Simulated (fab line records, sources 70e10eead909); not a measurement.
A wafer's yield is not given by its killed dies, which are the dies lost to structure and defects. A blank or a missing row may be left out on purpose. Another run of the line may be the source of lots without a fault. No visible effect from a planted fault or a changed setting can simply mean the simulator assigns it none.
A lot that was struck, set against a sound lot / flow nand_harc / 40 steps out of a route of 1302
Sound: these wafers, L703.1, L703.3, L703.4. The struck wafers were L716.2, L716.3, L716.4. The cause is given at the end.
Each step with rows lists, per side, the tool, then ch with its chambers, then its first start. Under that, the readings that differ: sound wafers / struck wafers / difference of the means / sigmas: that difference in standard deviations of wafers without a fault.
alike: readings whose means differ by less than 2 such deviations, and words and numbers that are the same on both sides. not compared: withheld readings, readings that some wafer has no value for, bounds like >300 that may hide the same value, and numbers for which the record gives no deviation and whose values overlap.
A row with sigmas, a row that says differs or no value, or rows on one side alone: a step with any of these is where the two part. When numbers do not overlap yet have no deviation, they are printed without sigmas and do not part them. A reading that every wafer of one side lacks parts them only if that side has two wafers or more.

first, 12 steps without rows for these wafers: NHARC_A_CONTACT_ETCH_75 (etches the open film in CF4, target depth 39 nm, time 65 s); NHARC_A_CONTACT_ETCH_76 (etches the open film in N2/H2, target depth 260 nm, time 475.3 s); NHARC_A_CONTACT_ETCH_77 (etches the open film in CF4/CHF3, target depth 108.9 nm, time 54.5 s); NHARC_A_CONTACT_ETCH_78 (etches the open film in O2/COS, target depth 5300 nm, time 1378 s); NHARC_A_CONTACT_ETCH_124 (etches the open film in C4F8/O2/Ar, time 140 s, target depth 700 nm); NHARC_A_CONTACT_ETCH_125 (etches the open film in C4F8/O2/Ar, time 197 s, target depth 1918 nm); NHARC_A_CONTACT_ETCH_126 (etches the open film in C4F8/O2/Ar, time 197 s, target depth 1918 nm); NHARC_A_CONTACT_ETCH_127 (etches the open film in C4F8/O2/Ar, time 197 s, target depth 1918 nm); NHARC_A_CONTACT_ETCH_128 (etches the open film in C4F8/O2/Ar, time 197 s, target depth 1918 nm); NHARC_A_CONTACT_ETCH_129 (etches the open film in C4F8/O2/Ar, time 197 s, target depth 1918 nm); NHARC_A_CONTACT_ETCH_130 (etches the open film in C4F8/O2/Ar, time 197 s, target depth 1918 nm); NHARC_A_CONTACT_ETCH_131 (etches the open film in C4F8/O2/Ar, time 197 s, target depth 1918 nm).
NHARC_A_CONTACT_ETCH_132: etches the open film in C4F8/O2/Ar, time 197 s, target depth 1924 nm.
  sound on har_cap_etch-01 ch 0,1, day 23 04:55; struck on har_cap_etch-01 ch 0,1, day 28 04:43
  alike: oes_air_line_au
  not compared: rf_hours_counter_h
NHARC_A_CONTACT_ETCH_133: etches the open film in C4F8/O2/Ar, time 374 s, target depth 1610 nm.
  sound on har_cap_etch-01 ch 0,1, day 23 05:06; struck on har_cap_etch-01 ch 0,1, day 28 04:56
  alike: oes_air_line_au
  not compared: rf_hours_counter_h
then, 1 step without rows for these wafers: NHARC_A_CONTACT_ETCH_91 (etches the open film in CH3F/O2, target depth 40 nm, time 85.7 s).
NHARC_A_CONTACT_ETCH_97: etches the open film in C4F6/O2, target depth 20 nm, time 10 s.
  sound: rie_diel-03 ch 0,1,2; struck: rie_diel-03 ch 0,1,2
reading=rf_hours_counter_h (h); sound=11 11 12; struck=1 2 2; difference=-10; sigmas=
  alike: drypump_motor_current_A, oes_product_au, rf_vpp_V, showerhead_plenum_p_Torr, throttle_valve_pct
NHARC_A_CONTACT_CD_MEAS_80:
  sound on cd_sem-03, day 23 06:06; struck on cd_sem-02, day 28 05:53
  alike: cd_nm
then, 3 steps without rows for these wafers: NHARC_A_CONTACT_STRIP_103 (strips in N2/H2); NHARC_A_CONTACT_STRIP_104 (strips in CF4/CHF3); NHARC_A_CONTACT_STRIP_105 (strips in O2/COS).
NHARC_A_CONTACT_ETCH_106: etches the open film in CF4/O2, target depth 90 nm, overetch 9 nm, time 49.5 s.
  sound on rie_diel-02 ch 0,1,2, day 23 09:22; struck on rie_diel-03 ch 0,1,3, day 28 06:10
reading=rf_hours_counter_h (h); sound=37 50 32; struck=3 1 2; difference=-38; sigmas=
  alike: drypump_motor_current_A, oes_ar_750_au, oes_product_au, rf_vpp_V, showerhead_plenum_p_Torr, throttle_valve_pct
NHARC_A_CONTACT_STRIP_82: strips in O2.
  sound: rie_diel-02 ch 0,1,2; struck: rie_diel-03 ch 0,1,2
reading=rf_hours_counter_h (h); sound=37 32 50; struck=2 1 2; difference=-38; sigmas=
  alike: drypump_motor_current_A, oes_product_au, rf_vpp_V, showerhead_plenum_p_Torr, throttle_valve_pct
then, 2 steps without rows for these wafers: NHARC_A_CONTACT_STRIP_83 (strips in post etch residue remover, time 600 s); NHARC_A_CONTACT_DEP_84 (deposits aC, target thk 2800 nm).
NHARC_A_CONTACT_DEP_85: deposits SiON, target thk 60 nm.
  sound on pecvd-03 ch 1,2, day 23 11:50; struck on pecvd-02 ch 0,1, day 28 08:34
  alike: heater_power_w
then, 10 steps without rows for these wafers: NHARC_A_CONTACT_DEHYDRATE_00 (time 120 s); NHARC_A_CONTACT_HMDS_01 (time 30 s); NHARC_A_CONTACT_COAT_86 (time 75 s); NHARC_A_CONTACT_COAT_87 (time 65 s); NHARC_A_CONTACT_COAT_02 (resist thk 90 nm); NHARC_A_CONTACT_SOFTBAKE_03 (time 55 s); NHARC_A_CONTACT_EBR_04; NHARC_A_CONTACT_EXPOSE_05 (exposes mask A CC); NHARC_A_CONTACT_PEB_06 (peb time 65 s); NHARC_A_CONTACT_DEVELOP_07 (develop time 35 s).
NHARC_A_CONTACT_CD_MEAS_08: target cd 200 nm.
  sound on cd_sem-03 ch 0, day 23 12:32; struck on cd_sem-02 ch 0, day 28 09:17
reading=cd_nm (nm); sound=200.8 201.2 201.0; struck=200.5 199.5 199.7; difference=-1.1; sigmas=-2
NHARC_A_CONTACT_OVL_MEAS_09:
  sound on overlay-02, day 23 12:37; struck on overlay-02, day 28 09:22
  alike: overlay_x_nm, overlay_y_nm
NHARC_A_CONTACT_DESCUM_13: chemistry O2, time 3 s.
  sound on rie_diel-10 ch 0,1,3, day 23 12:43; struck on rie_diel-03 ch 0,1,3, day 28 11:12
reading=hold; sound=- - -; struck=await_dispo/1.6h/release await_dispo/1.6h/release await_dispo/1.6h/release; difference=no value on the sound wafers; sigmas=
reading=oes_product_au (a.u.); sound=1.005 0.996 1.014; struck=0.999 0.964 0.980; difference=-0.024; sigmas=-2
reading=rf_hours_counter_h (h); sound=39 37 40; struck=2 3 3; difference=-36; sigmas=
  alike: drypump_motor_current_A, rf_vpp_V, showerhead_plenum_p_Torr, throttle_valve_pct
then, 1 step without rows for these wafers: NHARC_A_CONTACT_ETCH_88 (etches the open film in CF4, target depth 39 nm, time 65 s).
-- record jumps: 3 days between struck wafers' starts before vs after; left off in module A_CONTACT, resumes in module END, first step shown is number 1302 of the route --
NHARC_END_SORT_01:
  here the record holds rows for the struck wafers (prober-01 ch 0, day 31 17:47) but none for the sound ones

== WHERE THEY PART ==
Earliest at NHARC_A_CONTACT_CD_MEAS_08; latest, in this record, at NHARC_END_SORT_01.

WHY: what had been put in by the simulator
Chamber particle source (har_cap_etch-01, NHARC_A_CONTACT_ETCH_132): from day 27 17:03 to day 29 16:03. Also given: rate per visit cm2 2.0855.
